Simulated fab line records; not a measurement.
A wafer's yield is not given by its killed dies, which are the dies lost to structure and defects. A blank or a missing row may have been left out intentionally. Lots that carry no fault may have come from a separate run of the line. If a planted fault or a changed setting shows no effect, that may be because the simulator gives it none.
Chamber matching || flow n5-finfet || N5_SDB_ETCH_25 on rie-diel-06: 4 sister chambers
The step etches SiO2 in C4F6/O2, target depth 10 nm, time 3.3 s. 8 wafers are shown with their chamber, then 9 later ones without.

== WAFERS WITH THEIR CHAMBER ==
{"wafer": "L079.6", "chamber": 2, "showerhead-plenum-p-Torr (Torr)": 2.80, "throttle-valve-pct (%)": 21.32}
{"wafer": "L080.1", "chamber": 2, "showerhead-plenum-p-Torr (Torr)": 2.80, "throttle-valve-pct (%)": 21.34}
{"wafer": "L084.1", "chamber": 3, "showerhead-plenum-p-Torr (Torr)": 2.71, "throttle-valve-pct (%)": 21.21}
{"wafer": "L084.3", "chamber": 0, "showerhead-plenum-p-Torr (Torr)": 3.03, "throttle-valve-pct (%)": 21.11}
{"wafer": "L084.4", "chamber": 1, "showerhead-plenum-p-Torr (Torr)": 2.83, "throttle-valve-pct (%)": 20.99}
{"wafer": "L086.1", "chamber": 1, "showerhead-plenum-p-Torr (Torr)": 2.83, "throttle-valve-pct (%)": 20.97}
{"wafer": "L086.2", "chamber": 0, "showerhead-plenum-p-Torr (Torr)": 3.02, "throttle-valve-pct (%)": 21.09}
{"wafer": "L086.6", "chamber": 3, "showerhead-plenum-p-Torr (Torr)": 2.70, "throttle-valve-pct (%)": 21.20}

== WAFERS WITH NO CHAMBER GIVEN ==
{"wafer": "L085.3", "showerhead-plenum-p-Torr (Torr)": 3.02, "throttle-valve-pct (%)": 21.10}
{"wafer": "L085.4", "showerhead-plenum-p-Torr (Torr)": 2.70, "throttle-valve-pct (%)": 21.22}
{"wafer": "L085.6", "showerhead-plenum-p-Torr (Torr)": 2.80, "throttle-valve-pct (%)": 20.97}
{"wafer": "L090.1", "showerhead-plenum-p-Torr (Torr)": 2.83, "throttle-valve-pct (%)": 20.99}
{"wafer": "L090.2", "showerhead-plenum-p-Torr (Torr)": 3.02, "throttle-valve-pct (%)": 21.10}
{"wafer": "L090.4", "showerhead-plenum-p-Torr (Torr)": 2.79, "throttle-valve-pct (%)": 20.97}
{"wafer": "L094.1", "showerhead-plenum-p-Torr (Torr)": 3.02, "throttle-valve-pct (%)": 21.13}
{"wafer": "L094.3", "showerhead-plenum-p-Torr (Torr)": 2.79, "throttle-valve-pct (%)": 21.00}
{"wafer": "L094.4", "showerhead-plenum-p-Torr (Torr)": 3.02, "throttle-valve-pct (%)": 21.13}

== CHAMBER TAKEN BY EACH ==
{"wafer": "L085.3", "from the rows above": 0, "in truth": 0}
{"wafer": "L085.4", "from the rows above": 3, "in truth": 3}
{"wafer": "L085.6", "from the rows above": 1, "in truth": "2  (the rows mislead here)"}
{"wafer": "L090.1", "from the rows above": 1, "in truth": 1}
{"wafer": "L090.2", "from the rows above": 0, "in truth": 0}
{"wafer": "L090.4", "from the rows above": 1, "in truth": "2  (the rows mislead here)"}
{"wafer": "L094.1", "from the rows above": 0, "in truth": 0}
{"wafer": "L094.3", "from the rows above": 1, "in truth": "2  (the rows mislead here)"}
{"wafer": "L094.4", "from the rows above": 0, "in truth": 0}
Correctly placed: 6 of 9. Not placeable from these rows: 0. Number placed wrongly: 3.
How it was worked out, from the rows above alone: a wafer's distance from a chamber is the root of the sum, over the readings, of the square of ((its reading less the chamber's mean) divided by the reading's scatter). If the next closest chamber is less than 2 further off than the closest, the wafer can't be placed; otherwise it belongs to the closest. For every chamber, the mean is computed from those of its wafers that are shown. The scatter is the square root of a quotient: the sum, over the shown wafers, of each reading's squared deviation from its chamber's mean, divided by wafers minus chambers.
